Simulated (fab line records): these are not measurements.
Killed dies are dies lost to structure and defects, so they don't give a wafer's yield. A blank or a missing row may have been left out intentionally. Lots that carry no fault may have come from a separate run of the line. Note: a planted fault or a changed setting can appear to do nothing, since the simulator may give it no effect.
Matching of chambers | flow nand harc | 4 sister chambers for NHARC_A_BONDPAD_STRIP_15 on rie diel-06
The step strips in O2. 16 wafers are shown with their chamber, then 8 later ones without.

WAFERS PAIRED WITH THEIR CHAMBERS
wafer  | chamber | showerhead plenum p Torr (Torr) | drypump motor current A (A) | oes product au (a.u.)
L837.1 | 2       | 3.30                            | 6.1                         | 0.995
L837.3 | 1       | 3.31                            | 4.8                         | 0.996
L837.6 | 0       | 3.53                            | 5.5                         | 1.010
L839.1 | 1       | 3.31                            | 4.8                         | 0.998
L839.2 | 3       | 3.64                            | 5.7                         | 1.011
L839.6 | 2       | 3.30                            | 6.1                         | 1.011
L841.2 | 0       | 3.53                            | 5.5                         | 0.998
L841.3 | 1       | 3.31                            | 4.8                         | 0.988
L841.4 | 3       | 3.64                            | 5.8                         | 1.000
L842.1 | 1       | 3.31                            | 4.8                         | 1.001
L842.3 | 3       | 3.64                            | 5.8                         | 1.008
L842.5 | 0       | 3.53                            | 5.5                         | 1.010
L847.4 | 0       | 3.52                            | 5.5                         | 0.999
L847.5 | 0       | 3.52                            | 5.5                         | 0.997
L847.6 | 1       | 3.31                            | 4.8                         | 0.996
L849.3 | 2       | 3.30                            | 6.0                         | 0.999

SIGNATURES (averages over the wafers above)
reading                  | chamber 0 | chamber 1 | chamber 2 | chamber 3 | scatter within a chamber
showerhead plenum p Torr | 3.5260    | 3.3100    | 3.3000    | 3.6400    | 0.00316
drypump motor current A  | 5.500     | 4.800     | 6.067     | 5.767     | 0.0333
oes product au           | 1.00280   | 0.99580   | 1.00167   | 1.00633   | 0.00626
Rule: a wafer's distance from a chamber is the root of the sum, over the readings, of the square of ((its reading less the chamber's mean) divided by the reading's scatter). The wafer belongs to the nearest chamber; if the next one is less than 2 further off, it can't be placed. The scatter: the root of (the sum of the squares of (reading less its chamber's mean) over the shown wafers, divided by (wafers less chambers)).

WAFERS WHOSE CHAMBER IS MISSING
wafer  | showerhead plenum p Torr (Torr) | drypump motor current A (A) | oes product au (a.u.)
L849.5 | 3.64                            | 5.8                         | 1.005
L849.6 | 3.52                            | 5.4                         | 1.005
L853.2 | 3.52                            | 5.5                         | 1.004
L853.3 | 3.64                            | 5.8                         | 1.000
L853.6 | 3.52                            | 5.4                         | 0.994
L855.1 | 3.63                            | 5.8                         | 0.989
L855.2 | 3.31                            | 4.8                         | 1.007
L855.4 | 3.30                            | 6.0                         | 0.993

WHICH CHAMBER EACH ONE RAN IN
wafer  | from the rows above | in truth
L849.5 | 3                   | 3
L849.6 | 0                   | 0
L853.2 | 0                   | 0
L853.3 | 3                   | 3
L853.6 | 0                   | 0
L855.1 | 3                   | 3
L855.2 | 1                   | 1
L855.4 | 2                   | 2
Placed correctly: 8 of 8. Number that these rows cannot place: 0. Number placed wrongly: 0.
